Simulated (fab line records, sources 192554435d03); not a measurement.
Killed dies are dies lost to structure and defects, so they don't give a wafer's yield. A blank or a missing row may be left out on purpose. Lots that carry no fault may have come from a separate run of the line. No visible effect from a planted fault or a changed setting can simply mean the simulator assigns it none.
What tool caused it? | flow n5_finfet | 27 wafers from 9 lots sampled at 8 of the route's 1938 steps

## WHAT THE GAUGES READ, wafer by wafer
N5_BEOL_M2_INSPECT_59: inspects for defects (darkfield). Usual: raw_defect_count at 81, with a standard deviation of 24.
lot  | measured     | on                | raw_defect_count | flag
L412 | day 6 15:38  | defect_inspect-01 | 98 58 65         |
L415 | day 8 10:16  | defect_inspect-01 | 73 71 43         |
L416 | day 9 02:54  | defect_inspect-01 | 48 389 44        | OFF
L425 | day 10 01:20 | defect_inspect-02 | 103 103 99       |
L430 | day 12 03:58 | defect_inspect-02 | 132 79 73        |
L428 | day 12 08:38 | defect_inspect-02 | 131 147 122      |
L432 | day 12 10:23 | defect_inspect-02 | 68 105 111       |
L431 | day 12 10:34 | defect_inspect-02 | 127 74 135       |
L435 | day 13 00:53 | defect_inspect-02 | 95 58 80         |

N5_BEOL_M3_INSPECT_13: inspects for defects (brightfield). Usual: raw_defect_count at 430, with a standard deviation of 96.
lot  | measured     | on                | raw_defect_count | flag
L412 | day 6 18:50  | defect_inspect-01 | 343 440 322      |
L415 | day 8 11:07  | defect_inspect-01 | 393 323 272      |
L416 | day 9 03:35  | defect_inspect-02 | 392 823 393      |
L425 | day 10 03:40 | defect_inspect-02 | 383 431 329      |
L430 | day 12 06:58 | defect_inspect-02 | 549 437 482      |
L428 | day 12 09:46 | defect_inspect-02 | 571 530 524      |
L432 | day 12 12:44 | defect_inspect-01 | 341 447 439      |
L431 | day 12 12:55 | defect_inspect-01 | 373 350 467      |
L435 | day 13 03:04 | defect_inspect-02 | 556 444 520      |

N5_BEOL_M3_INSPECT_30: inspects for defects (brightfield). Usual: raw_defect_count at 427, with a standard deviation of 95.
lot  | measured     | on                | raw_defect_count | flag
L412 | day 6 19:58  | defect_inspect-02 | 375 503 356      |
L415 | day 8 12:02  | defect_inspect-01 | 385 334 281      |
L416 | day 9 04:27  | defect_inspect-01 | 380 788 380      |
L425 | day 10 04:44 | defect_inspect-01 | 376 402 310      |
L430 | day 12 07:58 | defect_inspect-01 | 514 377 475      |
L428 | day 12 10:38 | defect_inspect-01 | 510 496 491      |
L432 | day 12 13:40 | defect_inspect-02 | 369 488 491      |
L431 | day 12 14:05 | defect_inspect-01 | 374 318 468      |
L435 | day 13 04:04 | defect_inspect-02 | 569 424 498      |

N5_BEOL_M4_RC_MEAS_101. Usual: DIBL_N 35.3 mV/V, standard deviation 1.8; DIBL_P 35.2 mV/V, standard deviation 2.2; IOFF_N 0.144 nA/um, standard deviation 0.029; IOFF_P 0.19 nA/um, standard deviation 0.031; ION_N 670 uA/um, standard deviation 12; ION_P 460 uA/um, standard deviation 7.6; SS_N 71.2 mV/dec, standard deviation 0.62; SS_P 73.0 mV/dec, standard deviation 0.69; VT_N 251 mV, standard deviation 3.4; VT_P -251.4 mV, standard deviation 2.6.
lot  | measured     | on        | DIBL_N (mV/V)  | DIBL_P (mV/V)  | IOFF_N (nA/um)    | IOFF_P (nA/um) | ION_N (uA/um) | ION_P (uA/um) | SS_N (mV/dec)  | SS_P (mV/dec)  | VT_N (mV)   | VT_P (mV)            | flag
L412 | day 8 03:44  | prober-01 | 35.7 35.0 37.2 | 34.0 33.2 35.5 | 0.122 0.117 0.147 | 0.17 0.17 0.20 | 655 663 672   | 454 458 464   | 71.6 71.0 71.9 | 73.3 72.6 74.1 | 256 254 252 | -253.7 -252.2 -250.0 |
L415 | day 9 22:12  | prober-02 | 34.0 36.4 33.7 | 33.6 36.8 32.6 | 0.122 0.160 0.119 | 0.19 0.25 0.18 | 665 681 662   | 463 473 459   | 71.0 71.7 69.9 | 72.7 73.3 72.2 | 252 249 253 | -251.3 -247.2 -250.4 |
L416 | day 10 14:41 | prober-01 | 33.6 34.9 34.4 | 33.4 35.3 34.1 | 0.115 0.136 0.120 | 0.17 0.18 0.16 | 649 664 659   | 449 455 452   | 70.6 70.9 71.2 | 73.0 72.0 73.2 | 256 253 254 | -253.6 -253.6 -251.5 |
L425 | day 11 07:22 | prober-01 | 34.3 36.0 36.5 | 33.8 36.2 36.8 | 0.124 0.150 0.172 | 0.18 0.21 0.24 | 679 687 688   | 469 471 470   | 71.9 72.0 71.8 | 72.3 72.4 73.6 | 254 249 247 | -251.6 -249.7 -248.1 |
L430 | day 13 18:06 | prober-01 | 36.0 35.0 32.7 | 34.9 34.2 31.9 | 0.143 0.130 0.108 | 0.19 0.18 0.16 | 659 673 665   | 456 465 468   | 71.5 70.1 70.4 | 72.6 72.3 72.3 | 254 251 252 | -249.3 -252.6 -250.9 |
L428 | day 14 03:11 | prober-02 | 35.6 34.3 36.8 | 36.8 33.9 37.6 | 0.138 0.111 0.154 | 0.20 0.16 0.21 | 676 669 672   | 467 466 458   | 71.4 71.0 71.3 | 73.2 72.4 73.4 | 252 255 252 | -252.4 -254.0 -252.4 |
L432 | day 13 21:32 | prober-02 | 34.2 32.6 33.4 | 33.7 31.2 32.4 | 0.142 0.108 0.120 | 0.19 0.16 0.18 | 685 667 684   | 470 460 474   | 70.9 71.0 70.9 | 72.5 72.6 72.9 | 250 253 254 | -249.0 -253.1 -249.8 |
L431 | day 14 03:51 | prober-01 | 35.2 36.2 37.1 | 35.2 36.5 38.4 | 0.151 0.167 0.194 | 0.20 0.22 0.26 | 655 669 677   | 453 463 463   | 72.2 72.6 71.3 | 73.2 73.1 73.8 | 251 248 246 | -252.5 -248.8 -247.0 |
L435 | day 15 05:55 | prober-01 | 35.6 40.4 37.9 | 34.8 40.9 37.7 | 0.137 0.234 0.171 | 0.18 0.28 0.23 | 667 680 670   | 456 461 460   | 71.4 73.2 72.4 | 73.4 74.8 74.4 | 254 244 247 | -254.8 -247.3 -250.3 |

## WHICH TOOL RAN EACH LOT (tool, then ch and the chambers of the sampled wafers, then the start)
lot  | N5_BEOL_M2_SPUTTER_90        | N5_BEOL_M2_ANNEAL_91         | N5_BEOL_M2_SPUTTER_96        | N5_BEOL_M2_PRE_CLEAN_60
L412 | pvd_sputter-01, day 6 13:55  | pvd_sputter-01, day 6 13:59  | pvd_sputter-01, day 6 14:34  | cvd_co-01 ch 1,2, day 6 15:23
L415 | pvd_sputter-03, day 8 08:32  | pvd_sputter-03, day 8 08:37  | pvd_sputter-03, day 8 09:11  | cvd_co-02 ch 0,1,2, day 8 10:01
L416 | pvd_sputter-02, day 9 01:07  | pvd_sputter-02, day 9 01:11  | pvd_sputter-02, day 9 01:46  | cvd_co-02 ch 0,2, day 9 02:36
L425 | pvd_sputter-01, day 9 23:28  | pvd_sputter-01, day 9 23:33  | pvd_sputter-01, day 10 00:08 | cvd_co-01 ch 0,1,2, day 10 00:59
L430 | pvd_sputter-01, day 12 02:11 | pvd_sputter-01, day 12 02:16 | pvd_sputter-01, day 12 02:51 | cvd_co-01 ch 0,1,2, day 12 03:43
L428 | pvd_sputter-01, day 12 04:55 | pvd_sputter-01, day 12 05:00 | pvd_sputter-01, day 12 05:35 | cvd_co-02 ch 1,2, day 12 08:19
L432 | pvd_sputter-03, day 12 05:55 | pvd_sputter-03, day 12 05:59 | pvd_sputter-03, day 12 06:34 | cvd_co-01 ch 0,1, day 12 10:08
L431 | pvd_sputter-01, day 12 06:46 | pvd_sputter-01, day 12 06:50 | pvd_sputter-01, day 12 07:25 | cvd_co-01 ch 0,2, day 12 10:19
L435 | pvd_sputter-03, day 12 23:08 | pvd_sputter-03, day 12 23:13 | pvd_sputter-03, day 12 23:47 | cvd_co-02 ch 0,1, day 13 00:38
- N5_BEOL_M2_SPUTTER_90: material Cu, target thk 4.5 nm, time 8.29 s.
- N5_BEOL_M2_ANNEAL_91: time 240 s.
- N5_BEOL_M2_SPUTTER_96: material Cu, target thk 4.5 nm, time 8.29 s.
- N5_BEOL_M2_PRE_CLEAN_60: time 15 s.

## WHAT THE TOOLS THEMSELVES READ (means of the sampled wafers that have a number; where no wafer has one, the mark that the record gives instead)
N5_BEOL_M2_SPUTTER_90. Usual: throttle_valve_pct at 30.4 %, with a standard deviation of 1.2.
lot  | tool           | throttle_valve_pct (%) | flag
L412 | pvd_sputter-01 | 31.0                   |
L415 | pvd_sputter-03 | 30.7                   |
L416 | pvd_sputter-02 | 29.6                   |
L425 | pvd_sputter-01 | 31.1                   |
L430 | pvd_sputter-01 | 31.3                   |
L428 | pvd_sputter-01 | 31.3                   |
L432 | pvd_sputter-03 | 29.8                   |
L431 | pvd_sputter-01 | 31.0                   |
L435 | pvd_sputter-03 | 28.8                   |

N5_BEOL_M2_ANNEAL_91. Usual: heater_power_w at 819 W, with a standard deviation of 85.
lot  | tool           | heater_power_w (W) | flag
L412 | pvd_sputter-01 | 833                |
L415 | pvd_sputter-03 | 809                |
L416 | pvd_sputter-02 | 844                |
L425 | pvd_sputter-01 | 810                |
L430 | pvd_sputter-01 | 884                |
L428 | pvd_sputter-01 | 829                |
L432 | pvd_sputter-03 | 823                |
L431 | pvd_sputter-01 | 800                |
L435 | pvd_sputter-03 | 878                |

N5_BEOL_M2_SPUTTER_96. Usual: throttle_valve_pct at 30.4 %, with a standard deviation of 1.2.
lot  | tool           | throttle_valve_pct (%) | flag
L412 | pvd_sputter-01 | 31.1                   |
L415 | pvd_sputter-03 | 30.8                   |
L416 | pvd_sputter-02 | 29.6                   |
L425 | pvd_sputter-01 | 31.2                   |
L430 | pvd_sputter-01 | 31.3                   |
L428 | pvd_sputter-01 | 31.2                   |
L432 | pvd_sputter-03 | 29.8                   |
L431 | pvd_sputter-01 | 30.8                   |
L435 | pvd_sputter-03 | 28.9                   |

N5_BEOL_M2_PRE_CLEAN_60. Usual: heater_power_w at 84 W, with a standard deviation of 17.
lot  | tool      | heater_power_w (W) | flag
L412 | cvd_co-01 | 84                 |
L415 | cvd_co-02 | 77                 |
L416 | cvd_co-02 | 75                 |
L425 | cvd_co-01 | 87                 |
L430 | cvd_co-01 | 88                 |
L428 | cvd_co-02 | 81                 |
L432 | cvd_co-01 | 90                 |
L431 | cvd_co-01 | 72                 |
L435 | cvd_co-02 | 76                 |

## THE ANSWER, worked out from the rows above alone
Rule: a lot is off if the mean of its wafers that have a number lies more than 3 standard deviations from the usual mean. Also off: a lot with no number at a reading for which 4 or more lots have one. Where the step has rows for the other lots, those lots are counted as sound. After the gauges, taken in route order, come the tools' own readings; for these a lot's mean is taken, as printed above. The first step at which some lot is off is used, and at that step the reading that is off furthest; a lot without a number counts as furthest.
Off, at N5_BEOL_M2_INSPECT_59 on raw_defect_count: L416.
A tool fits if, at a process step before that reading, it ran every lot that is off, and no sound lot after the first of them. Gauges at N5_BEOL_M2_INSPECT_59: tried the same way as those tools. 2 tools fit, pvd_sputter-02 at N5_BEOL_M2_SPUTTER_90 and N5_BEOL_M2_ANNEAL_91 and N5_BEOL_M2_SPUTTER_96 and defect_inspect-01 at N5_BEOL_M2_INSPECT_59, so this cannot tell which one it is.

## WHAT WAS PUT IN BY THE SIMULATOR
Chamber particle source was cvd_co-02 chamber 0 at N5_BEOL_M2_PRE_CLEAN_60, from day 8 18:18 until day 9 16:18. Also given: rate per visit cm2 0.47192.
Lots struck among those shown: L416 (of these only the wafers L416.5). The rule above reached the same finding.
